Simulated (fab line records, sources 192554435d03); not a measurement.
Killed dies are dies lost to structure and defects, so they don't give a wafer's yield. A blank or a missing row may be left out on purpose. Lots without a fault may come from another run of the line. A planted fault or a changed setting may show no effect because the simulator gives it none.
Chamber matching | flow n5_finfet | N5_GATE_CUT_DESCUM_18 on rie_diel-03: 4 sister chambers
The step chemistry O2, time 7 s. 4 wafers are shown with their chamber, then 10 later ones without.

WAFERS WITH THEIR CHAMBER
wafer  | chamber | drypump_motor_current_A (A)
L090.5 | 1       | 6.1
L090.6 | 0       | 5.4
L091.2 | 2       | 5.4
L091.5 | 3       | 5.3

WAFERS WITHOUT THEIR CHAMBER
wafer  | drypump_motor_current_A (A)
L091.6 | 5.5
L092.1 | 5.4
L092.2 | 5.5
L092.4 | 5.3
L093.1 | 6.1
L093.3 | 5.3
L093.6 | 5.4
L094.2 | 5.4
L094.4 | 6.1
L094.5 | 5.4

WHICH CHAMBER EACH WENT THROUGH
wafer  | from the rows above     | in truth
L091.6 | can't be placed: 0 or 2 | 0
L092.1 | can't be placed: 0 or 2 | 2
L092.2 | can't be placed: 0 or 2 | 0
L092.4 | 3                       | 3
L093.1 | 1                       | 1
L093.3 | 3                       | 3
L093.6 | can't be placed: 0 or 2 | 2
L094.2 | can't be placed: 0 or 2 | 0
L094.4 | 1                       | 1
L094.5 | can't be placed: 0 or 2 | 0
Placed correctly: 4 of 10. Can't be placed from these rows: 6 (the true chamber is among the candidates in 6). Placed wrongly: 0.
How it was worked out, from the rows above alone: a wafer's distance from a chamber is the root of the sum, over the readings, of the square of ((its reading less the chamber's mean) divided by the reading's scatter). The wafer belongs to the nearest chamber; if the next one is less than 2 further off, it can't be placed. A chamber's mean is the mean of its shown wafers. The scatter: with one shown wafer a chamber, the root of the mean of the squares of how far each hidden wafer lies from its nearest shown one.
